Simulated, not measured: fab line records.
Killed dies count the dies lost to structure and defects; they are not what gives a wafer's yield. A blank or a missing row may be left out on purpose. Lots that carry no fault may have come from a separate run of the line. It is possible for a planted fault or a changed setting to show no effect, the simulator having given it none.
Matching of chambers / flow n5_finfet / 3 sister chambers for N5_BEOL_M1_DEP_57 on pecvd-01
The step deposits SiCN from 3MS/NH3, target thk 8 nm, time 14 s. 3 wafers are shown with their chamber, then 8 later ones without.

## WAFERS PAIRED WITH THEIR CHAMBERS
wafer=L089.1; chamber=0; throttle_valve_pct (%)=9.8
wafer=L089.2; chamber=1; throttle_valve_pct (%)=9.2
wafer=L092.1; chamber=2; throttle_valve_pct (%)=8.0

## WAFERS WITHOUT THEIR CHAMBER
wafer=L092.2; throttle_valve_pct (%)=9.1
wafer=L092.4; throttle_valve_pct (%)=9.0
wafer=L091.1; throttle_valve_pct (%)=8.9
wafer=L091.3; throttle_valve_pct (%)=8.2
wafer=L091.6; throttle_valve_pct (%)=8.5
wafer=L096.4; throttle_valve_pct (%)=9.4
wafer=L096.5; throttle_valve_pct (%)=9.1
wafer=L096.6; throttle_valve_pct (%)=8.4

## CHAMBER TAKEN BY EACH
wafer=L092.2; from the rows above=1; in truth=1
wafer=L092.4; from the rows above=1; in truth=1
wafer=L091.1; from the rows above=1; in truth=1
wafer=L091.3; from the rows above=2; in truth=2
wafer=L091.6; from the rows above=can't be placed: 2 or 1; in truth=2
wafer=L096.4; from the rows above=can't be placed: 1 or 0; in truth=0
wafer=L096.5; from the rows above=1; in truth=1
wafer=L096.6; from the rows above=can't be placed: 2 or 1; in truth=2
Placed correctly: 5 of 8. From these rows, 3 cannot be placed; in 3 the true chamber is one of the candidates. Placed wrongly: 0.
How it was worked out, from the rows above alone: a wafer's distance from a chamber is the root of the sum, over the readings, of the square of ((its reading less the chamber's mean) divided by the reading's scatter). The wafer belongs to the nearest chamber; if the next one is less than 2 further off, it can't be placed. Each chamber's mean is taken over the wafers shown for it. The scatter: root of mean squared gap, hidden wafer to nearest shown wafer, with one shown wafer a chamber.
